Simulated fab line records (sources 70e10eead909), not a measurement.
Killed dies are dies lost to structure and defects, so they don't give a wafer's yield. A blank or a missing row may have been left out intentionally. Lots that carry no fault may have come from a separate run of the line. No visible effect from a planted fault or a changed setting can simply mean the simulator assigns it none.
Code-filled problem report in 8D (eight disciplines) form | flow nandHarc | the parts of the form that need people (team, actions taken, sign-off) are left out

1. THE PROBLEM
Mean of timeToEndpointS at NHARC_P_M0_CMP_23: 9.2 s across 3 wafers in 2 lots; on wafers with no fault it is 28.4 s (standard deviation 2.7). Measured from the usual mean, that is -7.1 standard deviations.
The step: polishes, t overpolish 20 s, target thk 117.54 nm.
First seen on wafer L555.4, day 11 14:18, on cmp-02. The record holds 42 wafers of 14 lots with a number at this step. Rule for "out" (also "out of limits"): further than 4 standard deviations from the usual mean. The other wafers with a number count as sound.

2. WHAT IT IS, WHAT IT ISN'T
question                    | is                     | is not
which readings at this step | timeToEndpointS        | motorCurrentA
which lots                  | L555, L557             | L542, L544, L545, L546, L547, L548, L549, L559, L562, L563, L564, L565
which wafers of those lots  | L555.4, L555.6, L557.3 | L555.2, L557.4, L557.5
read on which tools         | cmp-01, cmp-02         | cmp-03
when                        | from day 11 14:18      | up to then (22 sound wafers); but 17 sound wafers of L557, L559, L562, L563, L564, L565 came after

3. SUSPECTS, AND WHAT RULES EACH OUT
Counting: any tool at a process step up to the reading remains a suspect provided it ran every lot that is out. Sound lots after the first of them don't rule it out here, since some wafers of a struck lot are sound.
- rieDiel-12 at NHARC_P_CONTACT_ETCH_36 (etches the open film in N2/H2, target depth 260 nm, time 406.25 s): kept. Ran every lot that is out, first one L555 (day 11 09:19); last sound lot up to then L546 (day 7 14:28). Because NHARC_P_CONTACT_ETCH_36 lacks a start for some lots, the hours and order of its lots are taken from NHARC_P_CONTACT_DEGAS_38.
- rieDiel-12 at NHARC_P_CONTACT_ETCH_18 (etches the open film in C4F8/O2/Ar, target depth 481 nm, time 240.5 s): kept. Ran every lot that is out, first one L555 (day 11 09:19); last sound lot up to then L546 (day 7 14:28). Because NHARC_P_CONTACT_ETCH_18 lacks a start for some lots, the hours and order of its lots are taken from NHARC_P_CONTACT_DEGAS_38.
- ecdCu-01 at NHARC_P_M0_ECD_22 (material Cu, target thk 400 nm): kept. Ran every lot that is out, first one L555 (day 11 13:36); last sound lot up to then L549 (day 9 00:17).
Still standing after the count: rieDiel-12 at NHARC_P_CONTACT_ETCH_36, rieDiel-12 at NHARC_P_CONTACT_ETCH_18, ecdCu-01 at NHARC_P_M0_ECD_22.

4. THE CAUSE (what the simulator had put in)
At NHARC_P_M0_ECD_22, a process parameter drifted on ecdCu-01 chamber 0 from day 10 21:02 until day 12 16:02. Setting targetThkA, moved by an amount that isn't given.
Of the 3 suspects that counting leaves, this tool is one.

5. SEQUENCE OF EFFECTS, ordered by route
One row per reading whose mean, taken over the struck wafers that have a number, lies over 3 standard deviations from the usual. Only readings whose record carries a usual standard deviation are examined. hours: median over the lots of the time between each lot's start at the first step of this table that gives one and its start at this step. sigmas: the change, counted in usual standard deviations.
hours | step              | reading         | usual  | on struck wafers | change | sigmas
0     | NHARC_P_M0_CMP_23 | timeToEndpointS | 28.4 s | 9.2              | -19.2  | -7.1
It contains these process steps:
- NHARC_P_M0_CMP_23: polishes, t overpolish 20 s, target thk 117.54 nm.

6. WHAT WOULD HAVE CAUGHT IT SOONER
In this record no reading fell out of limits until day 11 14:18, 17 hours after the fault had begun at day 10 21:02.
Lots out: 2; of these, L557 started NHARC_P_M0_ECD_22 on ecdCu-01 after day 11 14:18. Putting the tool on hold at that point would have spared it.
